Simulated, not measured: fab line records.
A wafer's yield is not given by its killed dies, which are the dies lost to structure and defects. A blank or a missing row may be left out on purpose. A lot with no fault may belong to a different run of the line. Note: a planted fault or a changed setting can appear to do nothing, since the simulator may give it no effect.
Which tool did it? | flow nandHarc | 11 lots, 33 wafers sampled, at 5 steps of a route of 1302

WHAT THE GAUGES SHOWED, per wafer
Not one reading of a measure or inspect step in the record can be checked against a usual standard deviation.

EACH LOT AND THE TOOL THAT RAN IT (in order: tool; ch and the chambers of the sampled wafers; start)
lot  | NHARC_A_CHANNEL_HOLE_D1_ETCH_16              | NHARC_A_CHANNEL_HOLE_D1_ETCH_22 | NHARC_A_CHANNEL_FILL_D1_ALD_14  | NHARC_A_CHANNEL_FILL_D1_ALD_15    | NHARC_A_CHANNEL_FILL_D1_ALD_16
L507 | rieDiel-03 ch 0,2,3, day 9 13:19 or earlier  | harEtch-01 ch 0,1, day 9 13:19  | aldHk-01 ch 0,2,3, day 10 01:17 | aldSinBatch-02 ch 0, day 10 04:25 | aldHk-01 ch 0,3, day 10 06:28
L506 | rieDiel-03 ch 1,2,3, day 9 15:11 or earlier  | harEtch-02 ch 0,1, day 9 15:11  | aldHk-02 ch 0,2, day 10 01:26   | aldSinBatch-02 ch 0, day 10 04:25 | aldHk-01 ch 2,3, day 10 06:40
L509 | rieDiel-03 ch 1,2, day 10 02:17 or earlier   | harEtch-01 ch 0,1, day 10 02:17 | aldHk-03 ch 0,2, day 10 17:47   | aldSinBatch-03 ch 0, day 10 20:55 | aldHk-02 ch 1,2,3, day 10 23:01
L511 | rieDiel-03 ch 0,2,3, day 10 20:25 or earlier | harEtch-02 ch 0,1, day 10 20:25 | aldHk-02 ch 1,3, day 11 09:14   | aldSinBatch-03 ch 0, day 11 12:08 | aldHk-03 ch 1,3, day 11 14:12
L510 | rieDiel-08 ch 1,3, day 10 21:48 or earlier   | harEtch-01 ch 0,1, day 10 21:48 | aldHk-02 ch 0,3, day 11 09:01   | aldSinBatch-03 ch 0, day 11 12:08 | aldHk-01 ch 1,2, day 11 14:12
L512 | rieDiel-03 ch 1,2, day 11 12:44 or earlier   | harEtch-01 ch 0, day 11 12:44   | aldHk-03 ch 2,3, day 12 00:37   | aldSinBatch-01 ch 0, day 12 03:44 | aldHk-03 ch 0,1,2, day 12 05:46
L520 | rieDiel-08 ch 0,3, day 14 12:06 or earlier   | harEtch-01 ch 0,1, day 14 12:06 | aldHk-02 ch 0,1, day 14 23:48   | aldSinBatch-02 ch 0, day 15 02:55 | aldHk-01 ch 0,2,3, day 15 05:02
L525 | rieDiel-02 ch 0,1, day 16 21:34 or earlier   | harEtch-01 ch 0,1, day 16 21:34 | aldHk-01 ch 1,3, day 17 07:27   | aldSinBatch-01 ch 0, day 17 10:32 | aldHk-01 ch 0,1,2, day 17 13:38
L526 | rieDiel-08 ch 0,1,3, day 17 14:02 or earlier | harEtch-02 ch 0,1, day 17 14:02 | aldHk-03 ch 1,3, day 18 02:00   | aldSinBatch-01 ch 0, day 18 05:09 | aldHk-03 ch 0,1, day 18 07:13
L528 | rieDiel-03 ch 1,2,3, day 17 21:49 or earlier | harEtch-01 ch 0,1, day 17 21:49 | aldHk-03 ch 0,2,3, day 18 09:50 | aldSinBatch-01 ch 0, day 18 12:57 | aldHk-02 ch 0,1,2, day 18 15:10
L527 | rieDiel-02 ch 0,1,2, day 17 22:43 or earlier | harEtch-02 ch 0,1, day 17 22:43 | aldHk-02 ch 0,1, day 18 09:52   | aldSinBatch-01 ch 0, day 18 12:57 | aldHk-02 ch 0,3, day 18 15:00
- NHARC_A_CHANNEL_HOLE_D1_ETCH_16: etches the open film in O2/COS, target depth 3100 nm, time 806 s.
- NHARC_A_CHANNEL_HOLE_D1_ETCH_22: etches the open film in C4F8/O2/Ar, time 666.7 s, target depth 1600 nm.
- NHARC_A_CHANNEL_FILL_D1_ALD_14: deposits SiO2, target thk 2.5 nm, pulse time 10 s, ald cycles 25.
- NHARC_A_CHANNEL_FILL_D1_ALD_15: deposits SiNx, target thk 2 nm, pulse time 60 s, ald cycles 19.
- NHARC_A_CHANNEL_FILL_D1_ALD_16: deposits SiO2, target thk 1.5 nm, pulse time 10 s, ald cycles 15.

WHAT THE TOOLS THEMSELVES READ (means of the sampled wafers that have a number; where no wafer has one, the mark that the record gives instead)
NHARC_A_CHANNEL_HOLE_D1_ETCH_16. Usual: drypumpMotorCurrentA 5.6 A, standard deviation 0.71; oesProductAu 1.001 a.u., standard deviation 0.009; rfVppV 314.5 V, standard deviation 1.6; showerheadPlenumPTorr 3.14 Torr, standard deviation 0.1; throttleValvePct 28.330 %, standard deviation 0.0094.
lot  | tool       | drypumpMotorCurrentA (A) | oesProductAu (a.u.) | rfVppV (V) | showerheadPlenumPTorr (Torr) | throttleValvePct (%) | flag
L507 | rieDiel-03 | 5.6                      | 1.000               | 314.2      | 3.16                         | 28.327               | 
L506 | rieDiel-03 | 5.5                      | 1.007               | 314.7      | 3.16                         | 28.333               | 
L509 | rieDiel-03 | 6.0                      | 0.997               | 316.2      | 3.19                         | 28.333               | 
L511 | rieDiel-03 | 5.6                      | 1.007               | 315.0      | 3.16                         | 28.332               | 
L510 | rieDiel-08 | 5.1                      | 1.008               | 316.0      | 3.21                         | 28.329               | 
L512 | rieDiel-03 | 6.0                      | 1.007               | 314.6      | 3.18                         | 28.323               | 
L520 | rieDiel-08 | 5.3                      | 1.010               | 313.6      | 3.06                         | 28.328               | 
L525 | rieDiel-02 | 6.4                      | 1.001               | 315.2      | 3.24                         | 28.331               | 
L526 | rieDiel-08 | 5.4                      | 1.007               | 315.4      | 3.15                         | 28.324               | 
L528 | rieDiel-03 | 5.4                      | 0.992               | 314.9      | 3.15                         | 28.333               | 
L527 | rieDiel-02 | 6.3                      | 0.999               | 315.6      | 3.23                         | 28.326               | 

NHARC_A_CHANNEL_HOLE_D1_ETCH_22. Usual: c4f8FlowSccm 89.33 sccm, standard deviation 0.26; drypumpMotorCurrentA 5.8 A, standard deviation 0.6; oesAirLineAu 0.996 a.u., standard deviation 0.019; showerheadPlenumPTorr 3.66 Torr, standard deviation 0.091; tempC -20.00 C, standard deviation 0.1; throttleValvePct 32.156 %, standard deviation 0.0099.
lot  | tool       | c4f8FlowSccm (sccm) | drypumpMotorCurrentA (A) | oesAirLineAu (a.u.) | showerheadPlenumPTorr (Torr) | tempC (C) | throttleValvePct (%) | flag
L507 | harEtch-01 | 89.49               | 6.4                      | 0.979               | 3.69                         | -20.11    | 32.149               | 
L506 | harEtch-02 | 89.06               | 5.3                      | 0.973               | 3.65                         | -20.05    | 32.172               | 
L509 | harEtch-01 | 89.31               | 6.4                      | 1.016               | 3.69                         | -19.91    | 32.153               | 
L511 | harEtch-02 | 88.99               | 5.6                      | 0.981               | 3.69                         | -19.99    | 32.161               | 
L510 | harEtch-01 | 89.11               | 6.4                      | 1.001               | 3.68                         | -19.94    | 32.139               | 
L512 | harEtch-01 | 89.51               | 5.6                      | 0.996               | 3.60                         | -20.13    | 32.162               | 
L520 | harEtch-01 | 89.15               | 6.4                      | 0.980               | 3.65                         | -19.94    | 32.151               | 
L525 | harEtch-01 | 89.43               | 6.4                      | 0.989               | 3.63                         | -19.85    | 32.152               | 
L526 | harEtch-02 | 89.49               | 5.6                      | 1.007               | 3.78                         | -20.05    | 32.155               | 
L528 | harEtch-01 | 89.50               | 6.4                      | 1.001               | 3.62                         | -20.07    | 32.164               | 
L527 | harEtch-02 | 89.05               | 5.6                      | 1.014               | 3.78                         | -20.05    | 32.155               | 

NHARC_A_CHANNEL_FILL_D1_ALD_14. Usual: heaterPowerW 454 W, standard deviation 35; precursorPulseHeightRel 0.999, standard deviation 0.021.
lot  | tool     | heaterPowerW (W) | precursorPulseHeightRel | flag
L507 | aldHk-01 | 490              | 1.005                   | 
L506 | aldHk-02 | 440              | 0.976                   | 
L509 | aldHk-03 | 449              | 0.981                   | 
L511 | aldHk-02 | 450              | 1.000                   | 
L510 | aldHk-02 | 508              | 1.005                   | 
L512 | aldHk-03 | 413              | 1.022                   | 
L520 | aldHk-02 | 455              | 0.995                   | 
L525 | aldHk-01 | 451              | 1.011                   | 
L526 | aldHk-03 | 432              | 0.985                   | 
L528 | aldHk-03 | 436              | 1.018                   | 
L527 | aldHk-02 | 442              | 1.018                   | 

NHARC_A_CHANNEL_FILL_D1_ALD_15. Usual: precursorPulseHeightRel at 1.000, with a standard deviation of 0.021.
lot  | tool           | precursorPulseHeightRel | flag
L507 | aldSinBatch-02 | 0.987                   | 
L506 | aldSinBatch-02 | 0.995                   | 
L509 | aldSinBatch-03 | 0.994                   | 
L511 | aldSinBatch-03 | 0.992                   | 
L510 | aldSinBatch-03 | 0.971                   | 
L512 | aldSinBatch-01 | 0.986                   | 
L520 | aldSinBatch-02 | 1.029                   | 
L525 | aldSinBatch-01 | 1.012                   | 
L526 | aldSinBatch-01 | 0.993                   | 
L528 | aldSinBatch-01 | 1.006                   | 
L527 | aldSinBatch-01 | 0.995                   | 

NHARC_A_CHANNEL_FILL_D1_ALD_16. Usual: heaterPowerW 455 W, standard deviation 33; precursorPulseHeightRel 0.997, standard deviation 0.019.
lot  | tool     | heaterPowerW (W) | precursorPulseHeightRel | flag
L507 | aldHk-01 | 484              | 0.979                   | 
L506 | aldHk-01 | 481              | 1.007                   | 
L509 | aldHk-02 | 448              | 0.985                   | 
L511 | aldHk-03 | 424              | 0.994                   | 
L510 | aldHk-01 | 463              | 0.992                   | 
L512 | aldHk-03 | 461              | 0.989                   | 
L520 | aldHk-01 | 467              | 1.011                   | 
L525 | aldHk-01 | 457              | 1.020                   | 
L526 | aldHk-03 | 467              | 0.991                   | 
L528 | aldHk-02 | 437              | 0.976                   | 
L527 | aldHk-02 | 474              | 0.992                   | 

THE ANSWER, worked out from the rows above alone
Rule: a lot is off if the mean of its wafers that have a number lies more than 3 standard deviations from the usual mean. Also off: a lot with no number at a reading for which 4 or more lots have one. The other lots that the step has rows for count as sound. Order of review: gauges by route order, followed by the tools' own readings, for which a lot's mean as printed above is used. At the first step where some lot is off, the reading lying furthest off is the one used; lots without a number count as furthest.
No lot is off at any reading shown: from this, nothing can be told.

WHAT HAD BEEN PUT IN BY THE SIMULATOR
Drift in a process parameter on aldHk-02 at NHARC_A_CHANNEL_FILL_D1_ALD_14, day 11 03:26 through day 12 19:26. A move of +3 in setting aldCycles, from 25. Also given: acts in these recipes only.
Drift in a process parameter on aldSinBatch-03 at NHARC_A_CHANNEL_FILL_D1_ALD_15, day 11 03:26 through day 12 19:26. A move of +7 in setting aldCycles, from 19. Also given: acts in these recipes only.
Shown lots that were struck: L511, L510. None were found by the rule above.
